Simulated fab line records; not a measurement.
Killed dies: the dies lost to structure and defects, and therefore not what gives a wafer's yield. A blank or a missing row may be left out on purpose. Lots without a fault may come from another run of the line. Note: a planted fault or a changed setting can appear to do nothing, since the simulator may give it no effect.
fab line records / flow n5Finfet
record lots=4 wafers=12 lastDay=17
route steps=1938 shown BEOL_M5@1182 BEOL_M6@1194 PASSIVATION@1936
lots with no fault: from the same line, run without faults
startH: start of the lot's first displayed wafer, in hours after the record's first day / waitH: time in hours since the lot's previous step / " as in the row above / L1.1+2: a single row standing in for several wafers / - no value, or no start given / * or withheld: withheld / < > ~ a bound
route shown NAME@n: a module of which the file shows steps, and the number in the route of the first / usual: mean/standard deviation taken from wafers without a fault / same: alike in all rows / chamber/n: place in a boat / sites: per-site readings / _std_site: the standard deviation of these / _edge_site: mean of outer sites minus mean of inner sites / radiusMm: for every site, how far away it sits from the centre of the wafer / mask NAME#n: copy n / behind: the tool/chamber that last shaped the wafer / hold: why the lot was held/for how many hours/how that ended / device: names the non-switching transistor (n, p or np) / end of line: the same wafers' tests at the end of the route / step lacking rows: just its recipe / killed: dies lost to structure and defects at the first sort, not the wafer's yield / map: the dies of a wafer, with x for killed, . for not killed, _ for no die there
set.NAME: the setting the step ran with; set.NAME@STEP: the setting that earlier step ran with / model.NAME: the simulator's own value behind a step, which no gauge read
a table for each step, a row for each wafer; lots at some steps of the route
services: from which hour (startH, from the record's first day; less than 0 if before it) a tool's chamber was out of use, for how many hours, and why
## steps
# step N5_BEOL_M5_ANNEAL_89
# recipe tempC=400 timeS=1800 ambient=vacuum
# step N5_BEOL_M5_SPUTTER_90
# recipe material=Cu targetThkA=45 tempC=-20 chamberPressurePa=0.07 powerW=withheld timeS=8.29
# step N5_BEOL_M5_ECD_50
# recipe material=Cu targetThkA=3000
# step N5_BEOL_M5_ANNEAL_51
# recipe tempC=225 timeS=90 ambient=N2
# step N5_BEOL_M5_CMP_52
# recipe stopOn=SiCOH_lowk tOverpolishS=6.9 downForcePsi=1 platenRpm=50 clearingPlatenDownForcePsi=1.5 clearingPlatenRpm=50 postCmpClean=cuAlkaline targetThkNm=62 clearingPlatenPadVelocityMS=0.99484 padVelocityMS=0.99484
# step N5_BEOL_M5_PRE_CLEAN_77
# recipe gas=NH3/H2 timeS=15 tempC=* rfPowerW=300
# step N5_BEOL_M5_CO_CAP_78
# recipe material=Co targetThkA=20 tempC=200 precursor=CCTBA/H2 pressureTorr=30 timeS=102.1
# step N5_BEOL_M5_PRE_CLEAN_55
# recipe gas=NH3 timeS=15 tempC=withheld rfPowerW=300
# step N5_BEOL_M5_DEP_56
# recipe material=SiCN targetThkA=80 tempC=withheld precursor=3MS/NH3 pressureTorr=3 rfW=202 timeS=14
# step N5_BEOL_M6_ILD_DEP_00
# recipe material=SiCOH_lowk targetThkA=1797.5 tempC=300 precursor=DEMS/porogen pressureTorr=5 rfW=500 timeS=33.4
# usual heaterPowerOuterW=167/45 heaterPowerW=342/71 showerheadPlenumPTorr=5.741/0.021 throttleValvePct=14.5/1.3
lot.wafer=L165.1 tool=pecvd-03 chamber=0 startH=233.67 waitH=0.0 heaterPowerOuterW=195 heaterPowerW=387 showerheadPlenumPTorr=5.773 sinceWetCleanH=938 throttleValvePct=16.0 model.SiCOH_lowk_of_BEOL_M6_ILD_DEP_00.thkNm=180.6
lot.wafer=L165.2 tool=pecvd-03 chamber=2 startH=233.67 waitH=0.0 heaterPowerOuterW=244 heaterPowerW=475 showerheadPlenumPTorr=5.732 sinceWetCleanH=181 throttleValvePct=13.8 model.SiCOH_lowk_of_BEOL_M6_ILD_DEP_00.thkNm=180.2
lot.wafer=L165.4 tool=pecvd-03 chamber=2 startH=233.67 waitH=0.0 heaterPowerOuterW=249 heaterPowerW=490 showerheadPlenumPTorr=5.711 sinceWetCleanH=- throttleValvePct=13.7 model.SiCOH_lowk_of_BEOL_M6_ILD_DEP_00.thkNm=184
lot.wafer=L166.2 tool=pecvd-03 chamber=0 startH=239.44 waitH=0.0 heaterPowerOuterW=190 heaterPowerW=373 showerheadPlenumPTorr=5.753 sinceWetCleanH=943 throttleValvePct=16.1 model.SiCOH_lowk_of_BEOL_M6_ILD_DEP_00.thkNm=181
lot.wafer=L166.3 tool=pecvd-03 chamber=1 startH=239.44 waitH=0.0 heaterPowerOuterW=186 heaterPowerW=328 showerheadPlenumPTorr=5.751 sinceWetCleanH=1668 throttleValvePct=13.2 model.SiCOH_lowk_of_BEOL_M6_ILD_DEP_00.thkNm=187.2
lot.wafer=L166.6 tool=pecvd-03 chamber=2 startH=239.44 waitH=0.0 heaterPowerOuterW=217 heaterPowerW=444 showerheadPlenumPTorr=5.720 sinceWetCleanH=- throttleValvePct=13.5 model.SiCOH_lowk_of_BEOL_M6_ILD_DEP_00.thkNm=184.2
lot.wafer=L169.2 tool=pecvd-03 chamber=0 startH=253.12 waitH=0.0 heaterPowerOuterW=206 heaterPowerW=413 showerheadPlenumPTorr=5.779 sinceWetCleanH=957 throttleValvePct=16.2 model.SiCOH_lowk_of_BEOL_M6_ILD_DEP_00.thkNm=175.4
lot.wafer=L169.3 tool=pecvd-03 chamber=2 startH=253.12 waitH=0.0 heaterPowerOuterW=258 heaterPowerW=493 showerheadPlenumPTorr=5.720 sinceWetCleanH=201 throttleValvePct=13.7 model.SiCOH_lowk_of_BEOL_M6_ILD_DEP_00.thkNm=182
lot.wafer=L169.5 tool=pecvd-03 chamber=0 startH=253.12 waitH=0.0 heaterPowerOuterW=216 heaterPowerW=411 showerheadPlenumPTorr=5.753 sinceWetCleanH=- throttleValvePct=15.7 model.SiCOH_lowk_of_BEOL_M6_ILD_DEP_00.thkNm=186.2
lot.wafer=L178.3 tool=pecvd-04 chamber=0 startH=297.60 waitH=0.2 heaterPowerOuterW=170 heaterPowerW=321 showerheadPlenumPTorr=5.762 sinceWetCleanH=1364 throttleValvePct=14.5 model.SiCOH_lowk_of_BEOL_M6_ILD_DEP_00.thkNm=175.2
lot.wafer=L178.4 tool=pecvd-04 chamber=1 startH=297.60 waitH=0.2 heaterPowerOuterW=144 heaterPowerW=327 showerheadPlenumPTorr=5.760 sinceWetCleanH=- throttleValvePct=17.0 model.SiCOH_lowk_of_BEOL_M6_ILD_DEP_00.thkNm=180.8
lot.wafer=L178.5 tool=pecvd-04 chamber=0 startH=297.60 waitH=0.2 heaterPowerOuterW=168 heaterPowerW=332 showerheadPlenumPTorr=5.776 sinceWetCleanH=- throttleValvePct=14.3 model.SiCOH_lowk_of_BEOL_M6_ILD_DEP_00.thkNm=179.8
# step N5_BEOL_M6_CURE_74
# recipe tempC=385 timeS=240 ambient=He/Ar material=SiCOH_lowk
# step N5_BEOL_M6_PECVD_70
# recipe material=SiO2 targetThkA=200 tempC=400 precursor=TEOS/O2 pressureTorr=5.5 rfW=450 teosFlowSccm=53.8 gas=O2 flowSccm=3000 timeS=22.7
# step N5_BEOL_M6_HM_DEP_02
# recipe material=TiN targetThkA=200 tempC=25 chamberPressurePa=0.49996
# step N5_BEOL_M6_COAT_59
# recipe resist=SOC tempC=250 timeS=60 spinRpm=1500 resistThkNm=100
# step N5_BEOL_M6_COAT_60
# recipe resist=SiARC tempC=220 timeS=60 spinRpm=1500 resistThkNm=35
# step N5_BEOL_M6_COAT_05
# recipe resist=CAR-ArF spinRpm=1500 resistThkNm=90
# step N5_BEOL_M6_EBR_07
# recipe solvent=PGMEA ebrWidthMm=1.5
# step N5_BEOL_M6_SOFTBAKE_06
# recipe tempC=110 timeS=60 resist=CAR-ArF
# step N5_BEOL_M6_EXPOSE_08
# recipe maskId=M6 na=1.35 sourceShape=dipole sigmaInner=0.817 sigmaOuter=0.97 polarization=te doseMj=68.25
# step N5_BEOL_M6_PEB_09
# recipe pebTempC=withheld pebTimeS=60 resist=CAR-ArF
# step N5_BEOL_M6_DEVELOP_10
# recipe developTimeS=30 developer=TMAH resist=CAR-ArF rinseLiquid=diw dry=airSpin devTempC=23
# step N5_BEOL_M6_DESCUM_16
# recipe chemistry=O2 timeS=7.9 sourcePowerW=50 biasPowerW=20 pressureMtorr=20 rfFrequencyHz=2.712e+07 tempC=40 resist=CAR-ArF o2FlowSccm=225
# step N5_BEOL_M6_ETCH_61
# recipe chemistry=CF4 target=SiARC targetDepthA=455 maskMaterial=CAR-ArF timeS=75.8 ionEnergyEv=80 pressureMtorr=40 sourceW=545 biasW=36 Ar_flow_sccm=100 cf4FlowSccm=100 ends=cleared
# step N5_BEOL_M6_ETCH_62
# recipe chemistry=N2/H2 target=SOC targetDepthA=1100 overetchA=220 maskMaterial=SiARC tempC=40 timeS=165 ionEnergyEv=200 pressureMtorr=30 sourceW=840 biasW=150 n2FlowSccm=200 h2FlowSccm=200
# step N5_BEOL_M6_STRIP_68
# recipe chemistry=N2/H2 tempC=40 n2FlowSccm=200 h2FlowSccm=200 rfFrequencyHz=6e+07
# step N5_BEOL_M6_STRIP_67
# recipe chemistry=CF4 resist=SiARC powerW=300 biasPowerW=75 pressureMtorr=50 cf4FlowSccm=150 rfFrequencyHz=6e+07
# step N5_BEOL_M6_HM_OPEN_17
# recipe chemistry=Cl2/BCl3 targetDepthA=200 overetchA=60 target=TiN maskMaterial=SOC ionEnergyEv=150 pressureMtorr=10 icpW=1000 biasW=126 Cl2_flow_sccm=53.25 bcl3FlowSccm=21.75 Ar_flow_sccm=25
# step N5_BEOL_M6_STRIP_19
# recipe chemistry=O2 powerW=400 tempC=40 pressureMtorr=30 rfFrequencyHz=6e+07 biasPowerW=0 overashFraction=0.2 o2FlowSccm=225
# step N5_BEOL_M6_COAT_63
# recipe resist=SOC tempC=250 timeS=60 spinRpm=1500 resistThkNm=60
# step N5_BEOL_M6_COAT_64
# recipe resist=SiARC tempC=220 timeS=60 spinRpm=1500 resistThkNm=12
# step N5_BEOL_M6_COAT_71
# recipe resist=underlayer tempC=205 timeS=60 spinRpm=1500 resistThkNm=5
# step N5_BEOL_M6_COAT_22
# recipe resist=CAR-EUV spinRpm=1500 resistThkNm=30
# step N5_BEOL_M6_EBR_24
# recipe solvent=PGMEA ebrWidthMm=1.5
# step N5_BEOL_M6_SOFTBAKE_23
# recipe tempC=110 timeS=60 resist=CAR-EUV
# step N5_BEOL_M6_CMP_52
# recipe stopOn=SiCOH_lowk tOverpolishS=6.9 downForcePsi=1 platenRpm=50 clearingPlatenDownForcePsi=1.5 clearingPlatenRpm=50 postCmpClean=cuAlkaline targetThkNm=80 clearingPlatenPadVelocityMS=0.99484 padVelocityMS=0.99484
# usual barrierFieldEndpointS=29.1/0.83 motorCurrentA=6.2/0.69 overpolishRunS=6.899/0.0084 timeToEndpointS=62/4.1
lot.wafer=L165.4 tool=cmp-03 chamber=2 startH=245.35 waitH=0.1 barrierFieldEndpointS=30.0 motorCurrentA=6.1 overpolishRunS=6.900 timeToEndpointS=64 model.SiCOH_lowk_of_BEOL_M6_ILD_DEP_00.thkNm=155.6
lot.wafer=L165.1 tool=cmp-03 chamber=3 startH=245.35 waitH=0.1 barrierFieldEndpointS=30.0 motorCurrentA=6.4 overpolishRunS=6.889 timeToEndpointS=68 model.SiCOH_lowk_of_BEOL_M6_ILD_DEP_00.thkNm=152.8
lot.wafer=L165.2 tool=cmp-03 chamber=1 startH=245.35 waitH=0.1 barrierFieldEndpointS=30.0 motorCurrentA=6.5 overpolishRunS=6.906 timeToEndpointS=69 model.SiCOH_lowk_of_BEOL_M6_ILD_DEP_00.thkNm=152.4
lot.wafer=L166.3 tool=cmp-01 chamber=3 startH=248.74 waitH=0.2 barrierFieldEndpointS=30.0 motorCurrentA=5.4 overpolishRunS=6.908 timeToEndpointS=68 model.SiCOH_lowk_of_BEOL_M6_ILD_DEP_00.thkNm=158.4
lot.wafer=L166.2 tool=cmp-01 chamber=1 startH=248.74 waitH=0.2 barrierFieldEndpointS=27.8 motorCurrentA=5.2 overpolishRunS=6.910 timeToEndpointS=53 model.SiCOH_lowk_of_BEOL_M6_ILD_DEP_00.thkNm=153
lot.wafer=L166.6 tool=cmp-01 chamber=0 startH=248.74 waitH=0.2 barrierFieldEndpointS=29.8 motorCurrentA=7.1 overpolishRunS=6.889 timeToEndpointS=64 model.SiCOH_lowk_of_BEOL_M6_ILD_DEP_00.thkNm=156
lot.wafer=L169.2 tool=cmp-02 chamber=2 startH=259.18 waitH=0.2 barrierFieldEndpointS=29.7 motorCurrentA=5.4 overpolishRunS=6.894 timeToEndpointS=66 model.SiCOH_lowk_of_BEOL_M6_ILD_DEP_00.thkNm=148.2
lot.wafer=L169.3 tool=cmp-02 chamber=3 startH=259.18 waitH=0.2 barrierFieldEndpointS=28.7 motorCurrentA=6.3 overpolishRunS=6.891 timeToEndpointS=59 model.SiCOH_lowk_of_BEOL_M6_ILD_DEP_00.thkNm=153.8
lot.wafer=L169.5 tool=cmp-02 chamber=3 startH=259.18 waitH=0.2 barrierFieldEndpointS=28.3 motorCurrentA=6.4 overpolishRunS=6.885 timeToEndpointS=58 model.SiCOH_lowk_of_BEOL_M6_ILD_DEP_00.thkNm=157.6
lot.wafer=L178.4 tool=cmp-02 chamber=2 startH=303.43 waitH=0.1 barrierFieldEndpointS=29.0 motorCurrentA=5.1 overpolishRunS=6.909 timeToEndpointS=63 model.SiCOH_lowk_of_BEOL_M6_ILD_DEP_00.thkNm=152.8
lot.wafer=L178.3 tool=cmp-02 chamber=3 startH=303.43 waitH=0.1 barrierFieldEndpointS=28.0 motorCurrentA=6.0 overpolishRunS=6.892 timeToEndpointS=56 model.SiCOH_lowk_of_BEOL_M6_ILD_DEP_00.thkNm=148
lot.wafer=L178.5 tool=cmp-02 chamber=2 startH=303.43 waitH=0.1 barrierFieldEndpointS=29.6 motorCurrentA=5.0 overpolishRunS=6.902 timeToEndpointS=61 model.SiCOH_lowk_of_BEOL_M6_ILD_DEP_00.thkNm=152
# step N5_PASSIVATION_PROBE_49
# usual defectLimitedYield=91.2/1.5 killed_at_M0_to_M3=36/10 killed_at_M4_up=14/5.2 killedAtContacts=12/6 killedAtFrontEnd=37/10 killedAtOther=4/3.3 killedDies=104/18 killedOnRim=14/4.1 killedOpen=68/14 killedShort=34/7.4 sort_bin_4_leakage=0.01/0.04 sort_bin_5_function=5.2/1 sort_bin_6_memory=3.3/0.7 sortNPass=1076/18 sortYieldPct=91.2/1.5
# same grossDies=1180 killedAtBackSide=0 sort_bin_8_speed[%]=0
lot.wafer=L165.1 tool=prober-01 chamber=- startH=318.91 waitH=0.0 defectLimitedYield[%]=91.5 killed_at_M0_to_M3=25 killed_at_M4_up=24 killedAtContacts=15 killedAtFrontEnd=33 killedAtOther=3 killedDies=100 killedOnRim=7 killedOpen=79 killedShort=21 sort_bin_4_leakage[%]=0 sort_bin_5_function[%]=5.3 sort_bin_6_memory[%]=3.1 sortNPass=1080 sortYieldPct[%]=91.5
lot.wafer=L165.2 tool=prober-01 chamber=- startH=318.96 waitH=0.1 defectLimitedYield[%]=92.5 killed_at_M0_to_M3=29 killed_at_M4_up=11 killedAtContacts=10 killedAtFrontEnd=33 killedAtOther=6 killedDies=89 killedOnRim=17 killedOpen=58 killedShort=27 sort_bin_4_leakage[%]=0 sort_bin_5_function[%]=4.7 sort_bin_6_memory[%]=2.7 sortNPass=1091 sortYieldPct[%]=92.5
lot.wafer=L165.4 tool=prober-01 chamber=- startH=319.06 waitH=0.2 defectLimitedYield[%]=91.6 killed_at_M0_to_M3=23 killed_at_M4_up=13 killedAtContacts=13 killedAtFrontEnd=45 killedAtOther=5 killedDies=99 killedOnRim=17 killedOpen=63 killedShort=34 sort_bin_4_leakage[%]=0 sort_bin_5_function[%]=4.7 sort_bin_6_memory[%]=3.3 sortNPass=1081 sortYieldPct[%]=91.6
lot.wafer=L166.2 tool=prober-01 chamber=- startH=338.32 waitH=0.1 defectLimitedYield[%]=91.3 killed_at_M0_to_M3=43 killed_at_M4_up=10 killedAtContacts=8 killedAtFrontEnd=39 killedAtOther=3 killedDies=103 killedOnRim=11 killedOpen=66 killedShort=27 sort_bin_4_leakage[%]=0 sort_bin_5_function[%]=4.2 sort_bin_6_memory[%]=3.4 sortNPass=1077 sortYieldPct[%]=91.3
lot.wafer=L169.2 tool=prober-01 chamber=- startH=344.35 waitH=0.1 defectLimitedYield[%]=92.8 killed_at_M0_to_M3=41 killed_at_M4_up=13 killedAtContacts=9 killedAtFrontEnd=21 killedAtOther=1 killedDies=85 killedOnRim=10 killedOpen=60 killedShort=24 sort_bin_4_leakage[%]=0 sort_bin_5_function[%]=4.5 sort_bin_6_memory[%]=2.5 sortNPass=1095 sortYieldPct[%]=92.8
lot.wafer=L169.3 tool=prober-01 chamber=- startH=344.40 waitH=0.1 defectLimitedYield[%]=92.2 killed_at_M0_to_M3=34 killed_at_M4_up=11 killedAtContacts=13 killedAtFrontEnd=30 killedAtOther=4 killedDies=92 killedOnRim=12 killedOpen=60 killedShort=32 sort_bin_4_leakage[%]=0 sort_bin_5_function[%]=4.7 sort_bin_6_memory[%]=2.6 sortNPass=1088 sortYieldPct[%]=92.2
lot.wafer=L169.5 tool=prober-01 chamber=- startH=344.50 waitH=0.2 defectLimitedYield[%]=90.1 killed_at_M0_to_M3=43 killed_at_M4_up=18 killedAtContacts=8 killedAtFrontEnd=45 killedAtOther=3 killedDies=117 killedOnRim=11 killedOpen=82 killedShort=34 sort_bin_4_leakage[%]=0 sort_bin_5_function[%]=6.1 sort_bin_6_memory[%]=3.6 sortNPass=1063 sortYieldPct[%]=90.1
# killed by level:class
L165.1 MOL_CONTACT_COAG:geometricParticle:open=13 STI_FIN_REVEAL:geometricParticle:open=11 BEOL_M4:geometricParticle:open=8 BEOL_M1:geometricParticle:open=7 BEOL_M7:geometricParticle:open=6 BEOL_M0_SAQP:geometricParticle:short=5 FIN_SAQP:geometricParticle:short=4 BEOL_M2:geometricParticle:open=4
L165.2 FIN_SAQP:geometricParticle:open=10 BEOL_M3:geometricParticle:open=9 BEOL_M4:geometricParticle:open=8 MOL_CONTACT_COAG:geometricParticle:open=7 BEOL_M3:geometricParticle:short=7 BEOL_M1:geometricParticle:open=6 STI_FIN_REVEAL:geometricParticle:open=4 GATE_CUT:geometricParticle:short=4
L165.4 FIN_SAQP:geometricParticle:open=12 MOL_CONTACT_COAG:geometricParticle:open=9 DUMMY_GATE:geometricParticle:open=7 BEOL_M1:geometricParticle:open=7 BEOL_M3:geometricParticle:open=5 BEOL_M2:geometricParticle:open=5 FIN_SAQP:geometricParticle:short=4 GATE_CUT:geometricParticle:short=4
L166.2 BEOL_M0_SAQP:geometricParticle:open=10 HKMG_FIN:areaEtch=10 BEOL_M0_SAQP:geometricParticle:short=9 BEOL_M1:geometricParticle:open=8 MOL_CONTACT_COAG:geometricParticle:open=7 DUMMY_GATE:geometricParticle:open=6 GATE_CUT:geometricParticle:open=6 BEOL_M2:geometricParticle:open=6
L169.2 BEOL_M0_SAQP:geometricParticle:open=11 BEOL_M2:geometricParticle:open=10 MOL_CONTACT_COAG:geometricParticle:open=6 BEOL_M3:geometricParticle:open=6 BEOL_M4:geometricParticle:open=5 BEOL_M0_SAQP:geometricParticle:short=4 BEOL_M3:geometricParticle:short=4 FIN_SAQP:geometricParticle:open=3
L169.3 BEOL_M1:geometricParticle:open=12 MOL_CONTACT_COAG:geometricParticle:open=10 BEOL_M0_SAQP:geometricParticle:open=9 DUMMY_GATE:geometricParticle:open=6 GATE_CUT:geometricParticle:short=4 BEOL_M2:geometricParticle:open=4 BEOL_M3:geometricParticle:open=4 STARTING-WAFER:geometricParticle:short=4
L169.5 BEOL_M2:geometricParticle:open=12 BEOL_M3:geometricParticle:open=12 FIN_SAQP:geometricParticle:short=11 FIN_SAQP:geometricParticle:open=8 MOL_CONTACT_COAG:geometricParticle:open=7 BEOL_M4:geometricParticle:open=7 STI_FIN_REVEAL:geometricParticle:open=6 BEOL_M0_SAQP:geometricParticle:short=5
## services
tool=cmp-03 chamber=- startH=216.66 hours=0.9 kind=repair
tool=cmp-02 chamber=- startH=216.81 hours=1.2 kind=repair
tool=cmp-01 chamber=- startH=217.37 hours=1.1 kind=repair
tool=pecvd-03 chamber=1 startH=226.92 hours=4.8 kind=repair
tool=cmp-02 chamber=- startH=231.63 hours=10.3 kind=pm
tool=pecvd-04 chamber=2 startH=238.72 hours=5.5 kind=scheduledDown
tool=cmp-03 chamber=- startH=244.00 hours=1.0 kind=repair
tool=pecvd-04 chamber=1 startH=247.44 hours=2.1 kind=scheduledDown
tool=pecvd-03 chamber=- startH=255.03 hours=14.6 kind=pm
tool=cmp-02 chamber=- startH=259.41 hours=4.0 kind=pm
tool=cmp-01 chamber=- startH=269.12 hours=8.4 kind=pm
tool=cmp-01 chamber=- startH=278.95 hours=0.5 kind=repair
tool=pecvd-03 chamber=0 startH=280.98 hours=5.5 kind=scheduledDown
tool=cmp-02 chamber=- startH=289.59 hours=4.6 kind=pm
## key
firstSign none at tools or gauges
modelEffect step=N5_BEOL_M6_ILD_DEP_00 value=SiCOH_lowk_of_BEOL_M6_ILD_DEP_00.thkNm without=177.9 struck=185.1
modelEffect step=N5_BEOL_M6_CMP_52 value=SiCOH_lowk_of_BEOL_M6_ILD_DEP_00.thkNm without=150.3 struck=156.6
metAt N5_BEOL_M6_ILD_DEP_00
struckWafers L166.3,L169.3,L169.5
baselineLoss step=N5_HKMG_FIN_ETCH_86 wafers=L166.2
onsetBetween 233.67 239.44
fault kind=processParameterDrift tool=pecvd-03 chamber=- onsetH=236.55 steps=N5_BEOL_M6_ILD_DEP_00 channel=timeS offset=* shape=step endH=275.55 scope=struckWafersOnly actsIn=* stated=*
# baselineLoss: these wafers lose ten dies or more at that step, a loss of the line's own and not of a fault; the sort's usual values leave them out
